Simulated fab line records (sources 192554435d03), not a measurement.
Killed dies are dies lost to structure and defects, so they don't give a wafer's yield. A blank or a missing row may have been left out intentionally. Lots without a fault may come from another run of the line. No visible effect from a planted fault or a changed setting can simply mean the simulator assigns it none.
Chamber matching -- flow n5-finfet -- ald-sin-03 running N5_SPACER0_ALD_00: 4 sister chambers
The step deposits SiOCN, target thk 3.5 nm, pulse time 3 s, purge time 2 s. 8 wafers are shown with their chamber, then 9 later ones without.

WAFERS, EACH WITH ITS CHAMBER
wafer,chamber,heater-power-w (W),heater-power-outer-w (W)
L075.5,3,828,534
L082.1,2,883,526
L090.1,1,765,495
L090.2,0,893,561
L090.3,3,826,527
L092.1,1,765,501
L092.2,2,908,547
L092.3,0,881,582

WAFERS MISSING THEIR CHAMBER
wafer,heater-power-w (W),heater-power-outer-w (W)
L094.1,784,499
L094.4,832,526
L094.6,910,568
L096.1,905,544
L096.2,859,530
L096.5,844,545
L097.1,759,502
L097.4,920,576
L097.6,822,525

WHICH CHAMBER EACH WENT THROUGH
wafer,from the rows above,in truth
L094.1,1,1
L094.4,3,3
L094.6,can't be placed: 0 or 2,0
L096.1,can't be placed: 2 or 0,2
L096.2,can't be placed: 3 or 2 or 0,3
L096.5,3,3
L097.1,1,1
L097.4,can't be placed: 0 or 2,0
L097.6,3,3
5 of 9 placed correctly. Cannot be placed on the basis of these rows: 4; the candidates contain the true chamber in 4. Wrongly placed: 0.
How it was worked out, from the rows above alone: a wafer's distance from a chamber is the root of the sum, over the readings, of the square of ((its reading less the chamber's mean) divided by the reading's scatter). The wafer belongs to the nearest chamber; if the next one is less than 2 further off, it can't be placed. Each chamber's mean is taken over the wafers shown for it. How the scatter is found: for the shown wafers, subtract from each reading the mean of its chamber, square and add these, divide the total by (wafers less chambers), then take the root.
